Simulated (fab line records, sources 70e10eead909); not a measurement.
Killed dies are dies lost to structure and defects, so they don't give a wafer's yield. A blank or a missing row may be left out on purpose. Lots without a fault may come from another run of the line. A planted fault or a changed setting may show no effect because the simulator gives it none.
One fault seen from 2 desks | flow nand_harc | each desk has only its own numbers; what lay behind them comes last

THE METROLOGY DESK
What the gauges read, lot by lot, whatever tool the lot ran on: means of the sampled wafers that have a number. A lot is out of limits, marked OUT, if its mean lies more than 4 standard deviations from the usual mean; the brackets give that distance.
Columns: A = overlay_x_nm at NHARC_A_SLIT_OVL_MEAS_10, usual -0.1 nm; B = overlay_y_nm at NHARC_A_SLIT_OVL_MEAS_10, usual -0.2 nm
lot  | first seen here | A    | B
L688 | day 14 21:13    | 0.7  | -0.5
L689 | day 14 21:25    | -0.5 | 0.7
L687 | day 14 22:21    | -2.1 | 0.5
L692 | day 15 04:29    | -1.4 | -0.7
L693 | day 15 14:20    | 0.7  | 0.3
L691 | day 15 16:13    | -0.1 | 0.1
L695 | day 16 20:59    | -0.9 | -0.3
L701 | day 17 06:01    | -0.4 | 0.0
L707 | day 18 22:21    | -0.8 | -0.3
L706 | day 18 22:30    | 0.1  | 0.5
L708 | day 19 19:19    | -0.2 | -1.1
L709 | day 20 02:11    | -1.0 | -1.1
L710 | day 20 02:20    | -0.9 | -0.8
This desk's finding: nothing out of limits on any of the 13 lots.

THE TOOL OWNER'S DESK: rie_metal-02
The tool's own readings at NHARC_A_WL_FILL_ETCHBACK_17 (etches the open film in Cl2/BCl3, target depth 4 nm, time 26.7 s): means of the sampled wafers that have a number, for each lot that ran on this tool. A lot is out of limits, marked OUT, if its mean lies more than 4 standard deviations from the usual mean; the brackets give that distance.
Columns: A = drypump_motor_current_A at NHARC_A_WL_FILL_ETCHBACK_17, usual 5.77 A; B = oes_product_au at NHARC_A_WL_FILL_ETCHBACK_17, usual 0.999 a.u.; C = run_length_s at NHARC_A_WL_FILL_ETCHBACK_17, usual 48.0 s
lot  | first seen here | A    | B     | C
L687 | day 16 01:10    | 5.74 | 0.996 | 47.9
L689 | day 16 07:50    | 5.74 | 0.991 | 48.0
L691 | day 17 01:10    | 5.81 | 0.988 | 40.7 (-17) OUT
L695 | day 18 02:27    | 5.67 | 1.001 | 44.4 (-8.6) OUT
This desk's finding: out of limits on L691, L695; first on L691, day 17 01:10 (run_length_s at NHARC_A_WL_FILL_ETCHBACK_17). In limits: L687, L689.

PUT TOGETHER
The tool owner's desk could have raised an alarm at day 17 01:10, on L691, L695.
The metrology desk saw nothing out of limits.
The metrology desk has L691, L695 on record, within its limits.
Of the lots named, all ran NHARC_A_WL_FILL_ETCHBACK_17 on rie_metal-02.

WHAT THE SIMULATOR HAD PUT IN
Process parameter drift: rie_metal-02, from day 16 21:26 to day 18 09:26, at NHARC_A_WL_FILL_ETCHBACK_17. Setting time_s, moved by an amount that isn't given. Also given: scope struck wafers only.
Lots struck among those shown: L691, L695.
Hours from the fault's start to each desk's first reading out of limits: the tool owner's desk, 4.
